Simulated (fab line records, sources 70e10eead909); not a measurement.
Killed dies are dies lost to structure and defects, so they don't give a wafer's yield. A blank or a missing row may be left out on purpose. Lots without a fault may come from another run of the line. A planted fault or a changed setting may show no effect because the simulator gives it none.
Which tool did it? | flow nand_harc | 13 lots, 39 wafers sampled, at 4 steps of a route of 1159

WHAT THE GAUGES READ, wafer by wafer
NHARC_A_CONTACT_CD_MEAS_69: target cd 200 nm. Usual: cd_nm 200.0 nm, standard deviation 0.64.
lot  | measured     | on        | cd_nm (nm)        | flag
L893 | day 16 21:44 | cd_sem-01 | 201.0 200.3 201.3 |
L895 | day 17 02:18 | cd_sem-03 | 200.2 199.6 198.8 |
L894 | day 17 00:34 | cd_sem-02 | 199.9 200.6 200.1 |
L896 | day 18 03:29 | cd_sem-03 | 199.7 200.1 199.7 |
L898 | day 18 15:43 | cd_sem-01 | 199.9 199.8 198.9 |
L900 | day 18 16:51 | cd_sem-02 | 199.9 200.9 199.5 |
L899 | day 18 18:16 | cd_sem-03 | 199.2 198.8 198.9 |
L901 | day 19 08:40 | cd_sem-01 | 200.1 200.3 200.5 |
L902 | day 19 14:25 | cd_sem-02 | 200.0 199.9 199.5 |
L905 | day 19 18:24 | cd_sem-01 | 199.8 199.4 199.2 |
L904 | day 20 03:34 | cd_sem-01 | 200.4 200.4 200.6 |
L908 | day 20 21:33 | cd_sem-01 | 185.3 184.9 184.7 | OFF
L914 | day 22 00:04 | cd_sem-02 | 187.5 188.4 188.0 | OFF

WHICH TOOL RAN EACH LOT (tool, then ch and the chambers of the sampled wafers, then the start)
lot  | NHARC_A_CONTACT_ETCH_112             | NHARC_A_CONTACT_ETCH_120             | NHARC_A_CONTACT_EXPOSE_66
L893 | har_cap_etch-01 ch 0,1, day 16 13:20 | har_cap_etch-01 ch 0,1, day 16 14:04 | arfi_scanner-02 ch 0, day 16 21:35
L895 | har_cap_etch-02 ch 0,1, day 16 17:50 | har_cap_etch-02 ch 0,1, day 16 18:34 | arfi_scanner-02 ch 0, day 17 02:10
L894 | har_cap_etch-03 ch 0,1, day 16 18:28 | har_cap_etch-03 ch 0,1, day 16 19:11 | arfi_scanner-02 ch 0, day 17 00:26
L896 | har_cap_etch-01 ch 0,1, day 17 19:49 | har_cap_etch-01 ch 0,1, day 17 20:47 | arfi_scanner-01 ch 0, day 18 03:22
L898 | har_cap_etch-01 ch 0,1, day 18 07:25 | har_cap_etch-01 ch 0,1, day 18 08:09 | arfi_scanner-02 ch 0, day 18 15:35
L900 | har_cap_etch-03 ch 0,1, day 18 10:02 | har_cap_etch-03 ch 0,1, day 18 11:00 | arfi_scanner-02 ch 0, day 18 16:43
L899 | har_cap_etch-01 ch 0,1, day 18 13:03 | har_cap_etch-01 ch 0,1, day 18 13:47 | arfi_scanner-03 ch 0, day 18 18:07
L901 | har_cap_etch-01 ch 0,1, day 19 02:51 | har_cap_etch-01 ch 0,1, day 19 03:35 | arfi_scanner-02 ch 0, day 19 08:31
L902 | har_cap_etch-02 ch 0,1, day 19 08:53 | har_cap_etch-02 ch 0,1, day 19 09:37 | arfi_scanner-01 ch 0, day 19 14:17
L905 | har_cap_etch-03 ch 0,1, day 19 11:15 | har_cap_etch-03 ch 0,1, day 19 11:59 | arfi_scanner-02 ch 0, day 19 18:16
L904 | har_cap_etch-01 ch 0,1, day 19 22:22 | har_cap_etch-01 ch 0,1, day 19 23:05 | arfi_scanner-02 ch 0, day 20 03:26
L908 | har_cap_etch-02 ch 0,1, day 20 12:16 | har_cap_etch-02 ch 0,1, day 20 12:59 | arfi_scanner-02 ch 0, day 20 21:25
L914 | har_cap_etch-02 ch 0,1, day 21 18:22 | har_cap_etch-02 ch 0,1, day 21 19:05 | arfi_scanner-02 ch 0, day 21 23:55
- NHARC_A_CONTACT_ETCH_112: etches the open film in C4F8/O2/Ar, time 94 s, target depth 922 nm.
- NHARC_A_CONTACT_ETCH_120: etches the open film in C4F8/O2/Ar, time 94 s, target depth 922 nm.
- NHARC_A_CONTACT_EXPOSE_66: exposes mask A CC 2.

WHAT THE TOOLS THEMSELVES READ (means of the sampled wafers that have a number; where no wafer has one, the mark that the record gives instead)
NHARC_A_CONTACT_EXPOSE_66. Usual: exposure_dose_mJ_cm2 58.99, standard deviation 0.057.
lot  | tool            | exposure_dose_mJ_cm2 | flag
L893 | arfi_scanner-02 | 59.04                |
L895 | arfi_scanner-02 | 59.01                |
L894 | arfi_scanner-02 | 58.94                |
L896 | arfi_scanner-01 | 59.03                |
L898 | arfi_scanner-02 | 59.03                |
L900 | arfi_scanner-02 | 58.95                |
L899 | arfi_scanner-03 | 58.92                |
L901 | arfi_scanner-02 | 58.97                |
L902 | arfi_scanner-01 | 59.07                |
L905 | arfi_scanner-02 | 59.05                |
L904 | arfi_scanner-02 | 59.01                |
L908 | arfi_scanner-02 | 40.50                | OFF
L914 | arfi_scanner-02 | 44.23                | OFF

THE ANSWER, worked out from the rows above alone
Rule: a lot is off if the mean of its wafers that have a number lies more than 3 standard deviations from the usual mean. A lot without any number at a reading at which 4 lots or more have one is off too. The other lots that the step has rows for count as sound. The gauges are gone through in route order, then the tools' own readings, and for those a lot's mean is taken as printed above. The first step at which some lot is off is used, and at that step the reading that is off furthest; a lot without a number counts as furthest.
Off: L908, L914, at NHARC_A_CONTACT_CD_MEAS_69 (cd_nm).
A tool fits if, at a process step before that reading, it ran every lot that is off, and no sound lot after the first of them. The gauges at NHARC_A_CONTACT_CD_MEAS_69 aren't tried: what is off there is off at NHARC_A_CONTACT_EXPOSE_66 too, on other tools, and a gauge's error can't cause that. Can't be told from this: 2 tools fit, har_cap_etch-02 at NHARC_A_CONTACT_ETCH_112 and NHARC_A_CONTACT_ETCH_120, arfi_scanner-02 at NHARC_A_CONTACT_EXPOSE_66.

WHAT THE SIMULATOR HAD PUT IN
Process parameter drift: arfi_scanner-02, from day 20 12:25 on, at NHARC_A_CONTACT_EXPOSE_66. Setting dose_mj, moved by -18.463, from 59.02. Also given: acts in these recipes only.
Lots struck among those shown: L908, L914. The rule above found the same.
